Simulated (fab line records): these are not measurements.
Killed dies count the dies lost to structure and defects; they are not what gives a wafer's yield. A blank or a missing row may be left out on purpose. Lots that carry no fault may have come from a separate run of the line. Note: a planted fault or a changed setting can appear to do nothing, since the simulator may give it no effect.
fab line records	flow nandHarc
record lots=12	wafers=36	lastDay=24
route steps=1159 shown P_M1@296 END@1159
lots that met no fault: from a run of the same line without faults
startH: the number of hours between the record's first day and the start of the first shown wafer of the lot	waitH: how many hours have passed since the lot's step before this one	" repeats the value in the row above	L1.1+2: a row that stands for several wafers	- value missing, or start not given	* or withheld: withheld	< > ~ a bound
route shown NAME@n: a module of which the file shows steps, and the number in the route of the first	usual: average and standard deviation across the fault-free wafers	same: alike in all rows	chamber/n: place in a boat	sites: per-site readings	_std_site: the values' standard deviation	_edge_site: the outer-site mean with the inner-site mean subtracted	radiusMm: how far each site lies from the wafer's centre	mask NAME#n: copy n	behind: the most recent tool/chamber to have shaped the wafer	hold: what put the lot on hold/how long, in hours/how the hold closed	device: which transistor (n, p or np) failed to switch	end of line: tests of these same wafers at the route's end	where a step has no rows: the recipe by itself	killed: dies that structure and defects cost at the first sort, which is not the same as the wafer's yield	map: the dies of a wafer, with x for killed, . for not killed, _ for no die there
set.NAME: the setting the step ran with; set.NAME@STEP: the setting that earlier step ran with	model.NAME: the simulator's own value behind a step, which no gauge read
one table for each step of the route and one row for each wafer, over a sample of lots
services: when a tool's chamber went out of use (startH, in hours from the record's first day, below 0 if earlier), for how many hours, and the reason
## steps
# step NHARC_P_M1_OVL_MEAS_10
# recipe pitchNm=260
# usual overlayXNm=0.0/0.74	overlayYNm=-0.3/0.6
lot.wafer	tool	chamber	startH	waitH	overlayXNm	overlayYNm
L698.1	overlay-01	-	126.65	-	0.4	-1.1
L698.5	"	-	"	"	0.2	-0.4
L698.6	"	-	"	"	0.6	-0.3
L701.1	overlay-02	-	138.30	-	0.0	0.2
L701.5	"	-	"	"	0.0	0.5
L701.6	"	-	"	"	0.3	0.4
L702.3	overlay-01	-	143.20	-	-0.3	-1.4
L702.4	"	-	"	"	-0.1	-1.5
L702.6	"	-	"	"	0.2	-1.7
L704.2	overlay-01	-	158.21	-	-1.3	-0.4
L704.5	"	-	"	"	-1.3	0.0
L704.6	"	-	"	"	-0.8	-0.4
L707.2	overlay-01	-	174.79	-	-0.9	-0.7
L707.3	"	-	"	"	-1.1	-0.9
L707.6	"	-	"	"	-1.4	-0.8
L708.3	overlay-01	-	184.95	-	-0.6	0.2
L708.4	"	-	"	"	-1.0	0.7
L708.6	"	-	"	"	-0.8	-0.1
L713.1	overlay-02	-	213.98	-	-0.2	-0.1
L713.4	"	-	"	"	-0.4	-0.1
L713.5	"	-	"	"	-0.6	-0.1
L714.2	overlay-01	-	220.04	-	0.7	0.5
L714.4	"	-	"	"	0.7	0.4
L714.6	"	-	"	"	0.9	0.7
L715.2	overlay-01	-	220.51	-	0.1	-1.3
L715.4	"	-	"	"	0.2	-1.0
L715.6	"	-	"	"	0.2	-0.9
L717.1	overlay-01	-	231.47	-	-0.8	-0.4
L717.2	"	-	"	"	-0.6	0.6
L717.6	"	-	"	"	-1.1	0.4
L718.4	overlay-01	-	244.59	-	0.0	-0.6
L718.5	"	-	"	"	0.2	0.0
L718.6	"	-	"	"	0.2	-0.3
L720.2	overlay-01	-	257.79	-	1.1	-0.3
L720.5	"	-	"	"	1.1	-1.3
L720.6	"	-	"	"	0.6	0.0
# step NHARC_P_M1_ETCH_15
# recipe targetDepthA=1825	timeS=91.2	c4f8FlowSccm=withheld	arFlowSccm=400	rfW=600	biasW=300	chemistry=C4F8/Ar
# usual oesProductAu=0.956/0.022	rfVppV=442.0/1.9
lot.wafer	tool	chamber	startH	waitH	oesProductAu	rfHoursCounterH	rfVppV
L698.1	rieDiel-13	3	-	-	0.991	0	443.2
L698.6	"	0	"	"	0.967	-	445.2
L698.5	"	1	"	"	0.967	-	443.9
L701.1	rieDiel-13	0	-	-	0.957	1	444.8
L701.5	"	3	"	"	0.994	-	443.9
L701.6	"	0	"	"	0.962	-	444.5
L702.3	rieDiel-13	0	-	-	0.976	1	443.6
L702.4	"	2	"	"	0.950	1	441.5
L702.6	"	1	"	"	0.967	-	442.5
L704.2	rieDiel-11	0	-	-	0.934	11	439.8
L704.5	"	3	"	"	0.923	-	442.4
L704.6	"	0	"	"	0.926	-	440.6
L707.3	rieDiel-13	2	-	-	0.981	2	442.5
L707.2	"	1	"	"	0.984	1	443.4
L707.6	"	2	"	"	0.986	-	443.6
L708.3	rieDiel-13	2	-	-	0.939	2	443.9
L708.4	"	2	"	"	0.950	-	443.2
L708.6	"	3	"	"	0.958	-	443.8
L713.1	rieDiel-11	1	-	-	0.955	2	437.7
L713.4	"	2	"	"	0.982	2	440.4
L713.5	"	0	"	"	0.973	-	440.2
L714.2	rieDiel-11	1	-	-	0.961	2	439.6
L714.4	"	3	"	"	0.982	2	441.3
L714.6	"	1	"	"	0.962	-	439.2
L715.4	rieDiel-11	1	-	-	0.977	2	438.8
L715.2	"	3	"	"	0.956	2	441.9
L715.6	"	1	"	"	0.982	-	438.7
L717.2	rieDiel-12	0	-	-	0.980	1	438.8
L717.1	"	1	"	"	0.959	1	443.2
L717.6	"	3	"	"	0.992	-	442.9
L718.4	rieDiel-11	1	-	-	0.960	4	439.2
L718.5	"	1	"	"	0.961	-	440.0
L718.6	"	2	"	"	0.970	-	442.0
L720.2	rieDiel-12	0	-	-	0.967	2	439.6
L720.6	"	2	"	"	0.958	-	442.5
L720.5	"	3	"	"	0.968	-	441.9
# step NHARC_P_M1_ETCH_28
# recipe targetDepthA=300	overEtchFrac=0.3	timeS=72.99	ionEnergyEv=150	cf4FlowSccm=50	n2FlowSccm=100	arFlowSccm=150	rfW=300	biasW=100	chemistry=CF4/N2
# usual drypumpMotorCurrentA=5.6/0.46	oesProductAu=1.000/0.011	rfVppV=314.9/1.5	showerheadPlenumPTorr=2.67/0.07	throttleValvePct=19.794/0.0091
lot.wafer	tool	chamber	startH	waitH	drypumpMotorCurrentA	oesProductAu	rfHoursCounterH	rfVppV	showerheadPlenumPTorr	throttleValvePct
L698.1	rieDiel-12	2	-	-	5.9	1.012	7	314.6	2.67	19.801
L698.5	"	2	"	"	5.9	1.006	-	315.2	2.67	19.791
L698.6	"	3	"	"	5.0	1.005	-	316.9	2.70	19.789
L701.1	rieDiel-12	1	-	-	5.7	0.992	7	315.0	2.71	19.791
L701.6	"	3	"	"	5.0	1.007	-	315.5	2.70	19.800
L701.5	"	0	"	"	5.0	0.984	-	313.1	2.56	19.787
L702.3	rieDiel-13	0	-	-	4.7	0.999	1	317.4	2.79	19.784
L702.4	"	2	"	"	5.5	0.999	1	314.6	2.69	19.798
L702.6	"	0	"	"	4.7	0.995	-	317.9	2.79	19.792
L704.2	rieDiel-13	0	-	-	4.7	1.005	1	315.5	2.78	19.785
L704.6	"	2	"	"	5.5	0.998	-	315.0	2.69	19.801
L704.5	"	3	"	"	5.8	1.014	-	317.8	2.74	19.787
L707.3	rieDiel-12	3	-	-	5.0	0.988	9	316.2	2.70	19.801
L707.2	"	0	"	"	5.0	0.996	10	313.8	2.56	19.795
L707.6	"	3	"	"	5.0	0.990	-	315.6	2.70	19.778
L708.4	rieDiel-11	1	-	-	6.1	1.007	12	311.1	2.54	19.790
L708.3	"	2	"	"	6.2	1.007	13	313.6	2.63	19.783
L708.6	"	1	"	"	6.1	1.009	-	314.1	2.54	19.790
L713.4	rieDiel-12	1	-	-	5.7	0.982	0	314.9	2.70	19.792
L713.1	"	2	"	"	5.9	1.000	0	315.3	2.67	19.802
L713.5	"	2	"	"	5.9	0.996	-	314.0	2.67	19.814
L714.2	rieDiel-12	0	-	-	5.0	1.001	0	311.6	2.56	19.802
L714.4	"	1	"	"	5.7	0.974	0	314.7	2.70	19.794
L714.6	"	3	"	"	4.9	0.996	-	315.3	2.70	19.795
L715.2	rieDiel-12	0	-	-	5.0	0.995	0	313.9	2.56	19.787
L715.4	"	2	"	"	6.0	1.008	1	314.9	2.67	19.792
L715.6	"	0	"	"	5.0	0.996	-	312.9	2.56	19.777
L717.1	rieDiel-11	3	-	-	5.8	0.998	3	316.2	2.71	19.802
L717.2	"	2	"	"	6.2	0.982	3	313.2	2.62	19.799
L717.6	"	0	"	"	5.9	1.017	-	313.5	2.58	19.798
L718.4	rieDiel-12	2	-	-	5.9	1.006	1	315.5	2.67	19.797
L718.5	"	1	"	"	5.7	0.988	-	314.4	2.70	19.789
L718.6	"	2	"	"	5.9	1.007	-	315.6	2.67	19.810
L720.2	rieDiel-13	0	-	-	4.7	1.009	4	316.2	2.78	19.792
L720.5	"	2	"	"	5.5	0.987	-	316.0	2.69	19.790
L720.6	"	3	"	"	5.9	1.013	-	316.7	2.74	19.781
# step NHARC_P_M1_ECD_22
# recipe targetThkA=4000	bathTempC=25	material=Cu
lot.wafer	tool	chamber	startH	waitH
L698.1+5+6	ecdCu-01	1,0,1	128.18	-
L701.1+6+5	ecdCu-01	0,0,1	139.79	-
L702.4+3+6	ecdCu-01	1,0,0	145.03	-
L704.2+6+5	ecdCu-01	1,0,1	159.75	-
L707.2+3+6	ecdCu-01	1,1,0	176.29	-
L708.3+4+6	ecdCu-01	0,1,0	186.58	-
L713.1+4+5	ecdCu-01	1,0,0	215.52	-
L714.2+4+6	ecdCu-01	1,0,1	221.62	-
L715.2+4+6	ecdCu-02	1,1,0	222.22	-
L717.1+2+6	ecdCu-01	1,0,0	233.02	-
L718.4+5+6	ecdCu-02	1,1,0	246.16	-
L720.2+6+5	ecdCu-02	0,0,1	259.28	-
# step NHARC_P_M1_CMP_23
# recipe tOverpolishS=20	targetThkNm=157.82
# usual motorCurrentA=12.3/1.2	timeToEndpointS=29.8/2.3
lot.wafer	tool	chamber	startH	waitH	motorCurrentA	timeToEndpointS
L698.1	cmp-03	3	128.88	-	12.8	30.3
L698.5	"	2	"	"	12.6	33.4
L698.6	"	3	"	"	12.9	29.2
L701.1	cmp-03	2	140.54	-	12.4	31.7
L701.5	"	1	"	"	12.9	33.6
L701.6	"	2	"	"	12.4	32.6
L702.4	cmp-01	1	145.85	-	12.9	29.2
L702.3	"	3	"	"	12.5	30.1
L702.6	"	1	"	"	13.4	30.2
L704.2	cmp-03	2	160.42	-	12.6	30.2
L704.6	"	2	"	"	12.5	28.2
L704.5	"	3	"	"	14.2	28.4
L707.2	cmp-01	2	177.05	-	9.9	26.6
L707.3	"	1	"	"	12.8	29.5
L707.6	"	3	"	"	13.1	30.3
L708.4	cmp-03	3	187.26	-	12.8	29.8
L708.3	"	1	"	"	12.4	30.5
L708.6	"	3	"	"	13.0	28.4
L713.1	cmp-01	2	216.22	-	9.9	22.4
L713.4	"	3	"	"	13.4	32.2
L713.5	"	2	"	"	9.7	31.3
L714.4	cmp-03	1	222.30	-	12.6	31.1
L714.2	"	3	"	"	13.0	17.9
L714.6	"	1	"	"	12.8	32.6
L715.2	cmp-03	3	222.92	-	13.9	30.7
L715.4	"	1	"	"	13.4	32.0
L715.6	"	2	"	"	12.5	32.7
L717.1	cmp-02	2	233.80	-	12.2	16.5
L717.2	"	3	"	"	12.9	21.0
L717.6	"	0	"	"	9.9	25.9
L718.4	cmp-03	3	246.78	-	13.3	30.4
L718.6	"	3	"	"	13.0	31.6
L718.5	"	0	"	"	12.7	32.6
L720.2	cmp-02	3	260.04	-	12.0	34.0
L720.5	"	2	"	"	12.5	30.4
L720.6	"	3	"	"	13.2	33.4
# step NHARC_END_SORT_01
# recipe tempC=25
# usual defectLimitedYield=95.0/1.7	killedAtArray=31/11	killedAtOther=0.5/0.78	killedAtPeriphery=3.0/2	killedDies=34/12	killedOpen=3.2/2	killedShort=1.9/1.6	sort_bin_2_pct=1.6/0.67	sort_bin_3_pct=0.26/0.2	sort_bin_4_pct=3.2/1.1	sortNPass=643/12	sortRimYieldPct=96.8/1.8	sortYieldPct=95.0/1.7
# same grossDies=677	sort_bin_5_pct[%]=0	sort_bin_6_pct[%]=0	sort_bin_7_pct[%]=0	sort_bin_8_pct[%]=0	sortRimNGross=106.00
lot.wafer	tool	chamber	startH	waitH	defectLimitedYield[%]	killedAtArray	killedAtOther	killedAtPeriphery	killedDies	killedOpen	killedShort	sort_bin_2_pct[%]	sort_bin_3_pct[%]	sort_bin_4_pct[%]	sortNPass	sortRimYieldPct[%]	sortYieldPct[%]
L702.3	prober-01	0	462.84	3.1	92.6	49	0	1	50	7	0	1.9	0.59	4.9	627	95.3	92.6
L702.4	prober-01	0	463.63	3.3	92.2	49	1	3	53	3	1	2.7	0.15	5.0	624	96.2	92.2
L702.6	prober-01	0	465.20	3.9	91.9	51	1	3	55	5	0	3.1	0.15	4.9	622	96.2	91.9
L704.2	prober-01	0	482.39	2.9	94.8	32	1	2	35	4	0	1.5	0.44	3.2	642	96.2	94.8
L704.5	prober-01	0	484.81	3.7	95.1	30	0	3	33	2	0	1.3	0.30	3.2	644	94.3	95.1
L704.6	prober-01	0	485.62	4.0	94.8	32	0	3	35	5	3	1.3	0.15	3.7	642	95.3	94.8
L707.2	prober-02	0	490.05	2.8	96.9	20	0	1	21	5	0	1.0	0	2.1	656	95.3	96.9
L707.3	prober-02	0	490.86	3.1	98.1	11	1	1	13	3	1	0.7	0	1.2	664	99.1	98.1
L707.6	prober-02	0	493.29	4.0	97.8	14	0	1	15	0	3	0.4	0	1.8	662	96.2	97.8
L715.2	prober-02	0	541.62	2.8	94.4	35	0	3	38	2	0	2.5	0.15	3.0	639	99.1	94.4
L715.4	prober-02	0	543.20	3.4	94.8	33	0	2	35	1	2	2.1	0.30	2.8	642	98.1	94.8
L715.6	prober-02	0	544.78	3.9	95.3	29	0	3	32	3	0	1.3	0.15	3.2	645	100.0	95.3
L717.1	prober-01	0	556.49	2.5	97.5	15	0	2	17	1	5	0.7	0.15	1.6	660	96.2	97.5
L717.2	prober-01	0	557.29	2.8	96.8	21	0	1	22	4	1	1.2	0.15	1.9	655	98.1	96.8
L717.6	prober-01	0	560.45	4.0	97.2	17	0	2	19	3	2	0.6	0.15	2.1	658	97.2	97.2
L718.4	prober-02	0	574.33	3.4	96.0	24	0	3	27	3	1	0.9	0.30	2.8	650	91.5	96.0
L718.5	prober-02	0	575.12	3.7	95.0	31	0	3	34	3	3	1.6	0	3.4	643	95.3	95.0
L718.6	prober-02	0	575.91	4.0	94.7	34	0	2	36	2	2	1.8	0.15	3.4	641	94.3	94.7
# killed by level:class
L702.3 A_CHANNEL_HOLE_D1:chamberFilmFlake=21 A_CONTACT:chamberFilmFlake=9 A_SLIT:chamberFilmFlake=7 A_STAIRCASE:chamberFilmFlake=5 A_CHANNEL_FILL_D1:geometricParticle:open=3 A_M0:geometricParticle:open=2 P_CONTACT:geometricParticle:open=1 A_CHANNEL_HOLE_D1:geometricParticle:open=1
L702.4 A_CHANNEL_HOLE_D1:chamberFilmFlake=22 A_SLIT:chamberFilmFlake=14 A_CONTACT:chamberFilmFlake=5 A_STAIRCASE:chamberFilmFlake=4 P_GATE:chamberFilmFlake=2 A_CHANNEL_FILL_D1:geometricParticle:open=1 A_SGD_CUT:geometricParticle:open=1 A_SLIT:geometricParticle:short=1
L702.6 A_CHANNEL_HOLE_D1:chamberFilmFlake=22 A_SLIT:chamberFilmFlake=12 A_CONTACT:chamberFilmFlake=9 A_STAIRCASE:chamberFilmFlake=3 P_GATE:chamberFilmFlake=2 P_CONTACT:geometricParticle:open=1 A_CHANNEL_HOLE_D1:geometricParticle:open=1 A_CHANNEL_FILL_D1:geometricParticle:open=1
L704.2 A_CHANNEL_HOLE_D1:chamberFilmFlake=22 A_STAIRCASE:chamberFilmFlake=4 A_SLIT:chamberFilmFlake=2 A_BLC:chamberFilmFlake=2 P_GATE:geometricParticle:open=1 P_M2:geometricParticle:open=1 A_ONON_D1:geometricParticle:open=1 A_M0:geometricParticle:open=1
L704.5 A_CHANNEL_HOLE_D1:chamberFilmFlake=20 A_STAIRCASE:chamberFilmFlake=4 A_CONTACT:chamberFilmFlake=3 A_SLIT:chamberFilmFlake=2 P_CONTACT:geometricParticle:open=1 A_M0:geometricParticle:open=1 P_ZERO_WELL:chamberFilmFlake=1 P_GATE:chamberFilmFlake=1
L704.6 A_CHANNEL_HOLE_D1:chamberFilmFlake=14 A_STAIRCASE:chamberFilmFlake=5 A_BLC:chamberFilmFlake=3 A_CONTACT:chamberFilmFlake=2 P_CONTACT:geometricParticle:open=1 A_SGD_CUT:geometricParticle:short=1 A_ONON_D1:geometricParticle:open=1 A_CHANNEL_FILL_D1:geometricParticle:short=1
L707.2 A_ZERO_WELL:chamberFilmFlake=5 A_CHANNEL_HOLE_D1:chamberFilmFlake=4 A_STAIRCASE:chamberFilmFlake=4 A_WL_FILL:geometricParticle:open=3 A_CHANNEL_FILL_D1:chamberFilmFlake=3 P_M0:geometricParticle:open=1 A_CHANNEL_HOLE_D1:geometricParticle:open=1
L707.3 A_STAIRCASE:chamberFilmFlake=5 A_CONTACT:geometricParticle:open=2 A_CONTACT:chamberFilmFlake=2 P_CONTACT:geometricParticle:short=1 A_CHANNEL_FILL_D1:geometricParticle:open=1 A_CHANNEL_HOLE_D1:chamberFilmFlake=1 THIN_TSV:chamberFilmFlake=1
L707.6 A_CHANNEL_HOLE_D1:chamberFilmFlake=4 A_CONTACT:chamberFilmFlake=3 A_STAIRCASE:chamberFilmFlake=3 P_CONTACT:geometricParticle:short=1 A_CHANNEL_FILL_D1:geometricParticle:short=1 A_BLC:geometricParticle:short=1 A_ZERO_WELL:chamberFilmFlake=1 A_SLIT:chamberFilmFlake=1
L715.2 A_SLIT:chamberFilmFlake=20 A_CHANNEL_HOLE_D1:chamberFilmFlake=6 A_CONTACT:chamberFilmFlake=6 P_GATE:geometricParticle:open=1 P_M2:geometricParticle:open=1 P_M1:chamberFilmFlake=1 A_CHANNEL_FILL_D1:chamberFilmFlake=1 A_STAIRCASE:chamberFilmFlake=1
L715.4 A_SLIT:chamberFilmFlake=16 A_CHANNEL_HOLE_D1:chamberFilmFlake=7 A_CONTACT:chamberFilmFlake=5 A_CHANNEL_FILL_D1:chamberFilmFlake=2 P_CONTACT:geometricParticle:open=1 P_CONTACT:geometricParticle:short=1 A_CONTACT:geometricParticle:short=1 A_STAIRCASE:chamberFilmFlake=1
L715.6 A_SLIT:chamberFilmFlake=16 A_CHANNEL_HOLE_D1:chamberFilmFlake=5 A_CONTACT:chamberFilmFlake=3 A_STAIRCASE:chamberFilmFlake=2 P_CONTACT:geometricParticle:open=1 A_CHANNEL_FILL_D1:geometricParticle:open=1 A_CONTACT:geometricParticle:open=1 P_ZERO_WELL:chamberFilmFlake=1
L717.1 A_CHANNEL_HOLE_D1:chamberFilmFlake=6 A_WL_FILL:geometricParticle:short=2 A_CONTACT:chamberFilmFlake=2 P_CONTACT:geometricParticle:short=1 A_CHANNEL_HOLE_D1:geometricParticle:short=1 A_CHANNEL_FILL_D1:geometricParticle:open=1 A_CHANNEL_FILL_D1:geometricParticle:short=1 P_ZERO_WELL:chamberFilmFlake=1
L717.2 A_CHANNEL_HOLE_D1:chamberFilmFlake=6 A_SGD_CUT:chamberFilmFlake=4 A_CONTACT:chamberFilmFlake=3 A_STAIRCASE:chamberFilmFlake=2 P_CONTACT:geometricParticle:open=1 A_SOURCE_PLATE:geometricParticle:open=1 A_CHANNEL_FILL_D1:geometricParticle:short=1 A_M0:geometricParticle:open=1
L717.6 A_CHANNEL_HOLE_D1:chamberFilmFlake=10 P_CONTACT:geometricParticle:open=1 A_CHANNEL_FILL_D1:geometricParticle:short=1 A_CHANNEL_FILL_D1:geometricParticle:open=1 A_CONTACT:geometricParticle:open=1 A_CONTACT:geometricParticle:short=1 P_ZERO_WELL:chamberFilmFlake=1 A_STAIRCASE:chamberFilmFlake=1
L718.4 A_CHANNEL_HOLE_D1:chamberFilmFlake=7 A_SGD_CUT:chamberFilmFlake=4 A_BLC:chamberFilmFlake=3 A_M0:chamberFilmFlake=3 P_GATE:chamberFilmFlake=2 A_CONTACT:chamberFilmFlake=2 P_BONDPAD:chamberFilmFlake=1 A_ONON_D1:geometricParticle:open=1
L718.5 A_BLC:chamberFilmFlake=9 A_CHANNEL_HOLE_D1:chamberFilmFlake=8 A_CONTACT:chamberFilmFlake=4 A_SGD_CUT:chamberFilmFlake=3 A_WL_FILL:geometricParticle:short=2 A_M0:chamberFilmFlake=2 P_CONTACT:geometricParticle:open=1 P_M0:geometricParticle:open=1
L718.6 A_CHANNEL_HOLE_D1:chamberFilmFlake=9 A_CONTACT:chamberFilmFlake=8 A_M0:chamberFilmFlake=6 A_BLC:chamberFilmFlake=5 A_SGD_CUT:chamberFilmFlake=2 P_CONTACT:geometricParticle:short=1 A_CHANNEL_FILL_D1:geometricParticle:short=1 A_CHANNEL_FILL_D1:geometricParticle:open=1
## services
tool	chamber	startH	hours	kind
rieDiel-13	3	105.19	15.4	repair
cmp-03	-	111.59	4.0	pm
cmp-02	-	114.14	1.0	repair
cmp-02	-	115.97	1.9	repair
cmp-01	-	124.61	1.5	repair
cmp-02	-	128.62	4.0	pm
rieDiel-12	3	130.02	8.7	repair
cmp-03	-	134.24	1.2	repair
cmp-02	-	136.51	1.2	repair
ecdCu-02	-	143.50	1.9	repair
rieDiel-11	0	174.02	9.4	repair
rieDiel-13	1	178.72	22.5	repair
cmp-01	-	179.50	4.0	pm
ecdCu-02	-	180.52	8.0	pm
rieDiel-12	3	183.88	6.7	repair
rieDiel-11	-	189.50	9.0	pm
ecdCu-01	-	190.15	0.3	repair
rieDiel-11	2	200.68	1.2	repair
rieDiel-12	-	202.68	9.0	pm
cmp-03	-	209.59	4.0	pm
rieDiel-13	-	210.84	0.8	repair
cmp-02	-	217.02	0.4	repair
cmp-02	-	226.62	4.0	pm
cmp-03	-	236.64	0.4	repair
## key
firstSign step=NHARC_P_M1_CMP_23	reading=timeToEndpointS	direction=down	sigmas=4.4	usual=*	struck=*
effect none on later readings
metAt NHARC_P_M1_ECD_22
struckLots L713,L714,L717
struckWafers L713.1,L714.2,L717.1,L717.2
notActingAt NHARC_P_M1_OVL_MEAS_10,NHARC_P_M1_ETCH_15,NHARC_P_M1_ETCH_28
onsetBetween 186.58 215.52
fault kind=processParameterDrift	tool=ecdCu-01	chamber=-	onsetH=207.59	steps=NHARC_P_M1_ECD_22	channel=targetThkA	offset=*	shape=step	endH=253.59	scope=struckWafersOnly	actsIn=*	stated=*
